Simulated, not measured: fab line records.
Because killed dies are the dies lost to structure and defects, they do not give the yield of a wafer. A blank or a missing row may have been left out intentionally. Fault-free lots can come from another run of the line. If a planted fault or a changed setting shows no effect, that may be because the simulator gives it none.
fab line records | flow n5_finfet | part 2 of 2: steps 22 to 35 of 35
record lots=5 | wafers=15 | last_day=16
route steps=1938 shown BEOL_M13@1693 BEOL_M14@1716
lots untouched by any fault: they come from a run of this same line in which no faults occurred
start_h: hours from the record's first day to the start of the lot's first wafer shown | wait_h: how many hours have passed since the lot's step before this one | " the same as in the row above | L1.1+2: a single row standing in for several wafers | - no value, or no start was given | * or withheld: withheld | < > ~ a bound
route shown NAME@n: names a module that has steps shown in the file, with the first one's number in the route | usual: mean and standard deviation over wafers with no fault | same: alike in all rows | chamber/n: place in a boat | sites: the reading at each site | _std_site: how widely they spread, as a standard deviation | _edge_site: the outer-site mean with the inner-site mean subtracted | radius_mm: for every site, how far away it sits from the centre of the wafer | mask NAME#n: copy n | behind: the tool/chamber that last shaped the wafer | hold: why the lot went on hold/how many hours it stayed there/how the hold came to an end | device: the n, p or np transistor that did not switch | end of line: tests of these same wafers at the route's end | a step without rows: its recipe alone | killed: dies that structure and defects cost at the first sort, which is not the same as the wafer's yield | map: dies across one wafer; x = killed, . = not, _ = none there
set.NAME: the run value of the setting; set.NAME@STEP: its run value at that earlier step | model.NAME: the simulator's own value behind a step, which no gauge read
certain route steps with their lots: each step a table, each wafer a row
services: the hour from which a tool's chamber was out of use, counted from the record's first day as start_h (under 0 if before that day), plus the number of hours and why
## steps
# step N5_BEOL_M13_RS_MEAS_54
# recipe thk_meas_gauge=four-point-probe | reads=Cu_of_BEOL_M13_ECD_47+Ta_of_BEOL_M13_SPUTTER_44+TaN_of_BEOL_M13_SPUTTER_43
# usual M13_RS=0.0450/0.00086
lot.wafer | tool          | chamber | start_h | wait_h | M13_RS[ohm/sq]
L074.2    | film_metro-01 | -       | 256.00  | 0.1    | 0.0439
L074.3    | "             | -       | "       | "      | 0.0466
L074.5    | "             | -       | "       | "      | 0.0463
L079.2    | film_metro-02 | -       | 294.57  | 0.1    | 0.0449
L079.3    | "             | -       | "       | "      | 0.0437
L079.4    | "             | -       | "       | "      | 0.0448
L080.2    | film_metro-02 | -       | 294.71  | 0.1    | 0.0453
L080.4    | "             | -       | "       | "      | 0.0457
L080.6    | "             | -       | "       | "      | 0.0457
L083.2    | film_metro-02 | -       | 308.72  | 0.1    | 0.0463
L083.3    | "             | -       | "       | "      | 0.0440
L083.4    | "             | -       | "       | "      | 0.0452
L089.2    | film_metro-01 | -       | 349.26  | 0.1    | 0.0455
L089.3    | "             | -       | "       | "      | 0.0458
L089.5    | "             | -       | "       | "      | 0.0450
# step N5_BEOL_M13_INSPECT_55
# recipe inspect_instrument=darkfield | mode=post_dep
# usual raw_defect_count=77/23
lot.wafer | tool              | chamber | start_h | wait_h | raw_defect_count
L074.2    | defect_inspect-01 | -       | 256.03  | 0.0    | 45
L074.3    | "                 | -       | "       | "      | 36
L074.5    | "                 | -       | "       | "      | 62
L079.2    | defect_inspect-02 | -       | 294.59  | 0.0    | 86
L079.3    | "                 | -       | "       | "      | 81
L079.4    | "                 | -       | "       | "      | 128
L080.2    | defect_inspect-02 | -       | 294.74  | 0.0    | 62
L080.4    | "                 | -       | "       | "      | 134
L080.6    | "                 | -       | "       | "      | 130
L083.2    | defect_inspect-01 | -       | 308.75  | 0.0    | 102
L083.3    | "                 | -       | "       | "      | 96
L083.4    | "                 | -       | "       | "      | 55
L089.2    | defect_inspect-01 | -       | 349.29  | 0.0    | 73
L089.3    | "                 | -       | "       | "      | 42
L089.5    | "                 | -       | "       | "      | 75
# step N5_BEOL_M14_ILD_DEP_00
# recipe material=SiO2 | target_thk_a=11193 | temp_c=400 | precursor=TEOS/O2 | pressure_torr=6.5 | rf_w=900 | teos_flow_sccm=161.4 | gas=O2 | flow_sccm=2650 | time_s=237.4
# usual heater_power_w=533/88 | showerhead_plenum_p_Torr=8.36/0.036 | throttle_valve_pct=18.4/0.73
lot.wafer | tool     | chamber | start_h | wait_h | heater_power_w | showerhead_plenum_p_Torr | throttle_valve_pct
L074.2    | pecvd-03 | 0       | 256.07  | 0.0    | 480            | 8.44                     | 17.5
L074.3    | "        | 1       | "       | "      | 608            | 8.34                     | 20.1
L074.5    | "        | 0       | "       | "      | 537            | 8.45                     | 17.7
L079.2    | pecvd-01 | 1       | 294.63  | 0.0    | 652            | 8.35                     | 18.8
L079.3    | "        | 2       | "       | "      | 478            | 8.38                     | 18.4
L079.4    | "        | 1       | "       | "      | 508            | 8.37                     | 18.8
L080.2    | pecvd-03 | 2       | 294.77  | 0.0    | 471            | 8.37                     | 17.6
L080.4    | "        | 2       | "       | "      | 374            | 8.34                     | 17.5
L080.6    | "        | 1       | "       | "      | 514            | 8.35                     | 20.1
L083.2    | pecvd-02 | 1       | 308.78  | 0.0    | 485            | 8.36                     | 18.4
L083.3    | "        | 2       | "       | "      | 717            | 8.33                     | 18.2
L083.4    | "        | 1       | "       | "      | 530            | 8.37                     | 18.3
L089.2    | pecvd-03 | 2       | 349.33  | 0.0    | 488            | 8.34                     | 17.7
L089.3    | "        | 0       | "       | "      | 532            | 8.45                     | 18.0
L089.5    | "        | 2       | "       | "      | 376            | 8.36                     | 18.0
# step N5_BEOL_M14_THK_MEAS_01
# recipe reads=SiO2_of_BEOL_M14_ILD_DEP_00
# usual M14_ILD_THK=1120/18
lot.wafer | tool          | chamber | start_h | wait_h | M14_ILD_THK[nm]
L074.2    | film_metro-02 | -       | 256.26  | 0.1    | 1108
L074.3    | "             | -       | "       | "      | 1105
L074.5    | "             | -       | "       | "      | 1129
L079.2    | film_metro-02 | -       | 294.82  | 0.1    | 1117
L079.3    | "             | -       | "       | "      | 1118
L079.4    | "             | -       | "       | "      | 1141
L080.2    | film_metro-01 | -       | 294.96  | 0.1    | 1137
L080.4    | "             | -       | "       | "      | 1142
L080.6    | "             | -       | "       | "      | 1126
L083.2    | film_metro-02 | -       | 308.97  | 0.1    | 1112
L083.3    | "             | -       | "       | "      | 1118
L083.4    | "             | -       | "       | "      | 1139
L089.2    | film_metro-02 | -       | 349.52  | 0.1    | 1118
L089.3    | "             | -       | "       | "      | 1075
L089.5    | "             | -       | "       | "      | 1134
# step N5_BEOL_M14_COAT_58
# recipe resist=BARC | temp_c=205 | time_s=60 | spin_rpm=1500 | resist_thk_nm=89
lot.wafer  | tool           | chamber | start_h | wait_h
L074.2+3+5 | litho_track-01 | 0       | 256.29  | 0.0
L079.2+3+4 | litho_track-02 | 0       | 294.85  | 0.0
L080.2+4+6 | litho_track-02 | 0       | 295.00  | 0.0
L083.2+3+4 | litho_track-01 | 0       | 309.00  | 0.0
L089.2+3+5 | litho_track-01 | 0       | 349.55  | 0.0
# step N5_BEOL_M14_COAT_04
# recipe spin_rpm=1704 | resist_thk_nm=800
lot.wafer  | tool           | chamber | start_h | wait_h
L074.2+3+5 | litho_track-01 | 0       | -       | -
L079.2+3+4 | litho_track-02 | 0       | -       | -
L080.2+4+6 | litho_track-02 | 0       | -       | -
L083.2+3+4 | litho_track-01 | 0       | -       | -
L089.2+3+5 | litho_track-01 | 0       | -       | -
# step N5_BEOL_M14_EBR_06
# recipe solvent=PGMEA | ebr_width_mm=1.5
lot.wafer  | tool           | chamber | start_h | wait_h
L074.2+3+5 | litho_track-01 | 0       | -       | -
L079.2+3+4 | litho_track-02 | 0       | -       | -
L080.2+4+6 | litho_track-02 | 0       | -       | -
L083.2+3+4 | litho_track-01 | 0       | -       | -
L089.2+3+5 | litho_track-01 | 0       | -       | -
# step N5_BEOL_M14_SOFTBAKE_05
# recipe temp_c=130 | time_s=60
lot.wafer  | tool           | chamber | start_h | wait_h
L074.2+3+5 | litho_track-01 | 0       | -       | -
L079.2+3+4 | litho_track-02 | 0       | -       | -
L080.2+4+6 | litho_track-02 | 0       | -       | -
L083.2+3+4 | litho_track-01 | 0       | -       | -
L089.2+3+5 | litho_track-01 | 0       | -       | -
# step N5_BEOL_M14_EXPOSE_07
# recipe mask_id=V13 | na=0.8 | source_shape=annular | sigma_inner=0.5 | sigma_outer=0.8 | polarization=unpolarized | attpsm_phase_deg=180 | dose_mj=57
# usual stage_vel_mm_s=499.97/0.26
# same na=0.8
lot.wafer | tool           | chamber | start_h | wait_h | mask  | stage_vel_mm_s
L074.2    | krf_scanner-02 | 0       | 256.39  | -      | V13#0 | 499.65
L074.3    | "              | 0       | "       | "      | V13#0 | 499.77
L074.5    | "              | 0       | "       | "      | V13#0 | 499.92
L079.2    | krf_scanner-02 | 0       | 295.08  | -      | V13#0 | 499.59
L079.3    | "              | 0       | "       | "      | V13#0 | 499.74
L079.4    | "              | 0       | "       | "      | V13#0 | 499.64
L080.2    | krf_scanner-02 | 0       | 295.12  | -      | V13#0 | 500.23
L080.4    | "              | 0       | "       | "      | V13#0 | 500.42
L080.6    | "              | 0       | "       | "      | V13#0 | 499.69
L083.2    | krf_scanner-02 | 0       | 309.11  | -      | V13#0 | 500.21
L083.3    | "              | 0       | "       | "      | V13#0 | 499.99
L083.4    | "              | 0       | "       | "      | V13#0 | 499.92
L089.2    | krf_scanner-02 | 0       | 349.65  | -      | V13#0 | 500.59
L089.3    | "              | 0       | "       | "      | V13#0 | 500.31
L089.5    | "              | 0       | "       | "      | V13#0 | 500.41
# step N5_BEOL_M14_PEB_08
# recipe peb_temp_c=130 | peb_time_s=90
lot.wafer  | tool           | chamber | start_h | wait_h
L074.2+3+5 | litho_track-02 | 0       | 256.45  | 0.0
L079.2+3+4 | litho_track-02 | 0       | 295.14  | 0.0
L080.2+4+6 | litho_track-02 | 0       | 295.18  | 0.0
L083.2+3+4 | litho_track-03 | 0       | 309.16  | 0.0
L089.2+3+5 | litho_track-02 | 0       | 349.71  | 0.0
# step N5_BEOL_M14_DEVELOP_09
# recipe develop_time_s=45 | rinse_liquid=diw | dry=air_spin | dev_temp_c=21
lot.wafer  | tool           | chamber | start_h | wait_h
L074.2+3+5 | litho_track-02 | 0       | -       | -
L079.2+3+4 | litho_track-02 | 0       | -       | -
L080.2+4+6 | litho_track-02 | 0       | -       | -
L083.2+3+4 | litho_track-03 | 0       | -       | -
L089.2+3+5 | litho_track-02 | 0       | -       | -
# step N5_BEOL_M14_HARDBAKE_14
# recipe temp_c=130 | time_s=120
lot.wafer  | tool           | chamber | start_h | wait_h
L074.2+3+5 | litho_track-02 | 0       | -       | -
L079.2+3+4 | litho_track-02 | 0       | -       | -
L080.2+4+6 | litho_track-02 | 0       | -       | -
L083.2+3+4 | litho_track-03 | 0       | -       | -
L089.2+3+5 | litho_track-02 | 0       | -       | -
# step N5_BEOL_M14_CD_MEAS_10
# recipe target_cd_nm=250 | landing_energy_ev=500 | detector=se_inlens | polarity=opening
# usual cd_nm=249.1/2
# same landing_energy_ev=500
lot.wafer | tool      | chamber | start_h | wait_h | cd_nm
L074.2    | cd_sem-01 | 0       | 256.56  | -      | 250.3
L074.3    | "         | 0       | "       | "      | 246.7
L074.5    | "         | 0       | "       | "      | 248.6
L079.2    | cd_sem-01 | 0       | 295.25  | -      | 248.8
L079.3    | "         | 0       | "       | "      | 249.9
L079.4    | "         | 0       | "       | "      | 247.7
L080.2    | cd_sem-02 | 0       | 295.29  | -      | 249.6
L080.4    | "         | 0       | "       | "      | 251.2
L080.6    | "         | 0       | "       | "      | 249.8
L083.2    | cd_sem-03 | 0       | 309.28  | -      | 251.8
L083.3    | "         | 0       | "       | "      | 251.0
L083.4    | "         | 0       | "       | "      | 246.8
L089.2    | cd_sem-02 | 0       | 349.82  | -      | 250.1
L089.3    | "         | 0       | "       | "      | 248.0
L089.5    | "         | 0       | "       | "      | 250.2
# step N5_BEOL_M14_OVL_MEAS_11
# recipe points_per_wafer=44
# usual V13_OVL=-3/5.8
# same points_per_wafer=44
lot.wafer | tool       | chamber | start_h | wait_h | V13_OVL[nm]
L074.2    | overlay-02 | 0       | 256.59  | 0.0    | -9
L074.3    | "          | 0       | "       | "      | -15
L074.5    | "          | 0       | "       | "      | -14
L079.2    | overlay-02 | 0       | 295.28  | 0.0    | -16
L079.3    | "          | 0       | "       | "      | -5
L079.4    | "          | 0       | "       | "      | -12
L080.2    | overlay-01 | 0       | 295.32  | 0.0    | -3
L080.4    | "          | 0       | "       | "      | 2
L080.6    | "          | 0       | "       | "      | -1
L083.2    | overlay-01 | 0       | 309.31  | 0.0    | -2
L083.3    | "          | 0       | "       | "      | 1
L083.4    | "          | 0       | "       | "      | 0
L089.2    | overlay-01 | 0       | 349.85  | 0.0    | -8
L089.3    | "          | 0       | "       | "      | -14
L089.5    | "          | 0       | "       | "      | -5
## services
tool            | chamber | start_h | hours | kind
plasma_asher-02 | -       | 238.28  | 2.5   | repair
cmp-02          | -       | 239.83  | 4.0   | pm
ecd_cu-01       | -       | 242.54  | 4.9   | pm
plasma_asher-01 | -       | 244.26  | 1.2   | repair
plasma_asher-02 | -       | 252.61  | 1.0   | repair
ecd_cu-02       | -       | 254.00  | 7.6   | pm
cmp-02          | -       | 256.58  | 0.3   | repair
rie_diel-03     | 3       | 256.81  | 3.9   | repair
krf_scanner-02  | -       | 259.22  | 1.3   | pm
pecvd-02        | -       | 266.68  | 5.9   | repair
plasma_asher-01 | -       | 280.75  | 11.9  | repair
pecvd-03        | 2       | 281.80  | 4.3   | repair
litho_track-01  | -       | 297.48  | -     | consumable_replace:filter
cmp-04          | -       | 306.07  | 0.5   | repair
pecvd-03        | -       | 307.84  | 0.5   | repair
cmp-03          | -       | 311.23  | 4.0   | pm
cmp-04          | -       | 319.68  | 1.3   | repair
pecvd-03        | 0       | 320.29  | 13.8  | repair
ecd_cu-02       | -       | 322.17  | 4.7   | pm
pecvd-02        | -       | 332.83  | 0.4   | repair
pecvd-01        | -       | 333.72  | 1.4   | repair
cmp-03          | -       | 337.01  | 3.0   | pm
pvd_sputter-02  | -       | 339.91  | 4.3   | repair
rie_diel-01     | 0       | 339.95  | 5.7   | repair
